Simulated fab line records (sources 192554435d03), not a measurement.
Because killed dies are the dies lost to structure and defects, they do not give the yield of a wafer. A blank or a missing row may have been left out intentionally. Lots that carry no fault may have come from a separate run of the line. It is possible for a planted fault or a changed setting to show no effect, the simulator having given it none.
Split-lot study -- flow n5-finfet -- on a route of 1938 steps: 7 lots, 21 wafers read

== SPLIT DETAILS ==
At N5_MOL_CONTACT_COAG_ETCH_67 (etches SOC in N2/H2, target depth 60 nm, overetch 21 nm, time 101.2 s), the setting source-w was moved away from the recipe's 840 W on 8 of the 21 wafers read, by -16.5% to +15.2%. All remaining wafers had this setting at the recipe value.

Reading taken at the split's own step.

== THE READING ==
rf-vpp-V, in V, at N5_MOL_CONTACT_COAG_ETCH_67 (etches SOC in N2/H2, target depth 60 nm, overetch 21 nm, time 101.2 s). Fault-free wafers of this fab line usually give 523.7 V, standard deviation 2.7 V.

wafer,"tool, chamber at the split","source-w as run, W",against the recipe,"rf-vpp-V, V",against lot-mates on the recipe
L080.2,"rie-diel-04, 0",840,recipe,522.3,-
L080.3,"rie-diel-04, 3",840,recipe,521.0,-
L080.6,"rie-diel-04, 3",967.6,+15.2%,497.4,-24.2
L084.1,"rie-diel-02, 1",701.5,-16.5%,553.6,+33.3
L084.4,"rie-diel-02, 0",840,recipe,520.5,-
L084.5,"rie-diel-02, 0",840,recipe,520.1,-
L086.2,"rie-diel-04, 0",840,recipe,520.7,-
L086.3,"rie-diel-04, 1",840,recipe,526.8,-
L086.5,"rie-diel-04, 2",840,recipe,522.5,-
L087.4,"rie-diel-02, 3",840,recipe,528.7,-
L087.5,"rie-diel-02, 0",935.6,+11.4%,499.6,-29.1
L087.6,"rie-diel-02, 2",935.6,+11.4%,503.4,-25.3
L088.1,"rie-diel-04, 3",709.9,-15.5%,550.9,+28.0
L088.4,"rie-diel-04, 2",840,recipe,522.9,-
L088.5,"rie-diel-04, 1",709.9,-15.5%,556.8,+33.9
L091.1,"rie-diel-02, 0",840,recipe,520.9,-
L091.3,"rie-diel-02, 2",840,recipe,521.1,-
L091.6,"rie-diel-02, 3",840,recipe,527.4,-
L096.1,"rie-diel-02, 3",944.1,+12.4%,507.4,-20.1
L096.5,"rie-diel-02, 0",944.1,+12.4%,501.2,-26.3
L096.6,"rie-diel-02, 3",840,recipe,527.5,-

THE FIT
A straight line over all 21 wafers: rf-vpp-V changes by -1.82 V for each +1% of source-w; r = -0.98; the points scatter about the line by 3.2 V.
The same after taking each lot's own level away (the mean of its wafers on the recipe; 21 wafers): -1.98 V for each +1%; r = -0.99; scatter 3 V.
Per that fit: largest source-w move, reading shift of 33 V.
From 520.30 to 528.70 V: that is the span of the lots' own levels, equal to 3.1 times the standard deviation above.
The two slopes agree, so the slope changes little with the lot-to-lot level.
Check: +32.5 V against its lot-mates is what the line predicts for one of the wafers moved furthest among these (-16.5%) when that wafer is left out of the fit. It came out at +33.3 V against them.
Tool readings at the split's step, against how far the setting was moved: rf-vpp-V r = -0.98.

== FURTHER SPLITS ON THESE WAFERS ==
Other splits were also applied to these wafers ahead of the reading. Each is held against what the fit with the lots' levels taken away leaves over:
other split on the same wafers,wafers away from the commonest value,r with rf-vpp-V (lot level and that fit taken away)
N5_SD_EPI_P_EPI_21 time-s,7,+0.10
N5_HKMG_FIN_DEVELOP_48 develop-time-s,10,-0.32
N5_GATE_CUT_ALD_22 ald-cycles,6,+0.33
N5_MOL_CONTACT_COAG_ALD_27 ald-cycles,8,-0.25
N5_MOL_CONTACT_COAG_ALD_133 ald-cycles,8,-0.10

== FILE'S OWN FIT ==
rf-vpp-V changes by -1.94 V for each +1% of source-w, r = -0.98.
